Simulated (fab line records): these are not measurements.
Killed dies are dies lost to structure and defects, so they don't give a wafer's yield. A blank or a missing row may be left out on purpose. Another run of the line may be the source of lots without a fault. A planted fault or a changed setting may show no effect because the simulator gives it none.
Chamber matching + flow nandHarc + NHARC_A_CHANNEL_FILL_D1_ALD_02 on aldHk-02 has 4 sister chambers
The step deposits SiO2, target thk 6 nm, pulse time 10 s, ald cycles 60. 8 wafers are shown with their chamber, then 11 later ones without.

WAFERS PAIRED WITH THEIR CHAMBERS
| wafer  | chamber | heaterPowerW (W) | precursorPulseHeightRel |
|--------|---------|------------------|-------------------------|
| L755.1 | 3       | 439              | 1.004                   |
| L755.3 | 0       | 453              | 0.997                   |
| L755.5 | 3       | 453              | 1.007                   |
| L756.1 | 0       | 448              | 1.045                   |
| L756.6 | 2       | 429              | 1.022                   |
| L758.5 | 1       | 484              | 1.017                   |
| L758.6 | 2       | 428              | 0.964                   |
| L759.2 | 1       | 495              | 0.975                   |

WAFERS WITH NO CHAMBER GIVEN
| wafer  | heaterPowerW (W) | precursorPulseHeightRel |
|--------|------------------|-------------------------|
| L759.4 | 437              | 1.010                   |
| L759.6 | 484              | 0.994                   |
| L760.1 | 446              | 0.992                   |
| L760.5 | 428              | 1.012                   |
| L760.6 | 481              | 0.992                   |
| L762.2 | 431              | 1.013                   |
| L762.3 | 457              | 1.026                   |
| L762.5 | 481              | 0.959                   |
| L765.1 | 444              | 1.013                   |
| L765.2 | 460              | 1.007                   |
| L765.5 | 440              | 1.005                   |

CHAMBER TAKEN BY EACH
| wafer  | from the rows above          | in truth |
|--------|------------------------------|----------|
| L759.4 | can't be placed: 3 or 2 or 0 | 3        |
| L759.6 | 1                            | 1        |
| L760.1 | can't be placed: 3 or 0      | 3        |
| L760.5 | 2                            | 2        |
| L760.6 | 1                            | 1        |
| L762.2 | can't be placed: 2 or 3      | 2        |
| L762.3 | can't be placed: 0 or 3      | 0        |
| L762.5 | 1                            | 1        |
| L765.1 | can't be placed: 3 or 0      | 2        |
| L765.2 | can't be placed: 0 or 3      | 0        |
| L765.5 | can't be placed: 3 or 0 or 2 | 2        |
Correct placement for 4 of the 11. Cannot be placed on the basis of these rows: 7; the candidates contain the true chamber in 6. Placed wrongly: 0.
How it was worked out, from the rows above alone: a wafer's distance from a chamber is the root of the sum, over the readings, of the square of ((its reading less the chamber's mean) divided by the reading's scatter). If the next closest chamber is less than 2 further off than the closest, the wafer can't be placed; otherwise it belongs to the closest. Each chamber's mean is taken over the wafers shown for it. The scatter is the square root of a quotient: the sum, over the shown wafers, of each reading's squared deviation from its chamber's mean, divided by wafers minus chambers.
